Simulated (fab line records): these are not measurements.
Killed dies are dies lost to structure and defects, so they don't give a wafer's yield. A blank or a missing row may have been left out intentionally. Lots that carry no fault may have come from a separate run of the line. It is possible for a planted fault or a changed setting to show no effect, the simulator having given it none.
Matching of chambers    flow n5-finfet    N5_BEOL_M9_ILD_DEP_00 on pecvd-03 has 3 sister chambers
The step deposits SiCOH lowk from DEMS/porogen, target thk 308.51 nm, time 58 s. 3 wafers are shown with their chamber, then 7 later ones without.

EACH WAFER AND ITS CHAMBER
wafer   chamber  throttle-valve-pct (%)
L089.3  1        14.5
L090.1  0        14.5
L090.2  2        13.2

WAFERS WHOSE CHAMBER IS MISSING
wafer   throttle-valve-pct (%)
L090.3  14.3
L092.1  14.3
L092.4  13.1
L092.6  13.0
L097.2  13.1
L097.3  14.6
L097.6  13.3

THE CHAMBER EACH PASSED THROUGH
wafer   from the rows above      in truth
L090.3  can't be placed: 0 or 1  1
L092.1  can't be placed: 0 or 1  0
L092.4  2                        2
L092.6  2                        2
L097.2  2                        2
L097.3  can't be placed: 0 or 1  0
L097.6  2                        2
Placed correctly: 4 of 7. Unplaceable from these rows: 3, with the true chamber sitting among the candidates in 3. 0 placed wrongly.
How it was worked out, from the rows above alone: a wafer's distance from a chamber is the root of the sum, over the readings, of the square of ((its reading less the chamber's mean) divided by the reading's scatter). The wafer belongs to the nearest chamber; if the next one is less than 2 further off, it can't be placed. For every chamber, the mean is computed from those of its wafers that are shown. The scatter: root of mean squared gap, hidden wafer to nearest shown wafer, with one shown wafer a chamber.
